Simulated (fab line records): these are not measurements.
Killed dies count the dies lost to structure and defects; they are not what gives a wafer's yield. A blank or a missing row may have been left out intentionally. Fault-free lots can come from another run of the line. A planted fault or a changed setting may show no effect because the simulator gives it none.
Matching of chambers -- flow n5 finfet -- N5_GATE_CUT_PECVD_57 on pecvd-04: 3 sister chambers
The step deposits SiNx from SiH4/NH3/N2, target thk 21 nm. 16 wafers are shown with their chamber, then 8 later ones without.

## WAFERS WITH THEIR CHAMBER
wafer,chamber,throttle valve pct (%),showerhead plenum p Torr (Torr),heater power w (W)
L074.2,2,42.3,5.15,712
L074.3,1,40.6,5.09,737
L074.5,2,42.3,5.13,722
L075.1,0,39.1,5.10,644
L075.3,1,40.6,5.10,750
L075.5,2,42.3,5.13,712
L076.1,2,42.8,5.13,745
L076.4,0,39.3,5.12,720
L076.6,1,40.5,5.09,784
L085.1,0,39.5,5.11,671
L085.4,2,42.5,5.14,758
L085.5,0,39.5,5.10,691
L086.2,1,40.6,5.10,737
L086.4,0,39.6,5.10,690
L086.6,1,40.8,5.11,741
L089.2,0,39.9,5.10,663

SIGNATURES (averages over the wafers above)
reading,chamber 0,chamber 1,chamber 2,scatter within a chamber
throttle valve pct,39.483,40.620,42.440,0.216
showerhead plenum p Torr,5.1050,5.0980,5.1360,0.00855
heater power w,679.83,749.80,729.80,22.8
Rule: a wafer lies at a distance from a chamber equal to the root of the sum of squares, over the readings, of (its reading less the chamber's mean, divided by the reading's scatter). If the next closest chamber is less than 2 further off than the closest, the wafer can't be placed; otherwise it belongs to the closest. The scatter: take each reading less its chamber's mean, square it, sum over the shown wafers, divide by the number of wafers less the number of chambers, and take the root.

## WAFERS MISSING THEIR CHAMBER
wafer,throttle valve pct (%),showerhead plenum p Torr (Torr),heater power w (W)
L089.3,40.9,5.10,809
L089.5,39.8,5.11,677
L092.1,42.5,5.14,651
L092.2,40.0,5.11,611
L092.5,42.4,5.14,652
L093.4,42.5,5.12,697
L093.5,40.6,5.09,689
L093.6,40.0,5.09,676

## CHAMBER TAKEN BY EACH
wafer,from the rows above,in truth
L089.3,1,1
L089.5,0,0
L092.1,2,2
L092.2,0,0
L092.5,2,2
L093.4,2,2
L093.5,1,1
L093.6,can't be placed: 0 or 1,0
7 of 8 placed correctly. Can't be placed from these rows: 1 (the true chamber is among the candidates in 1). 0 placed wrongly.
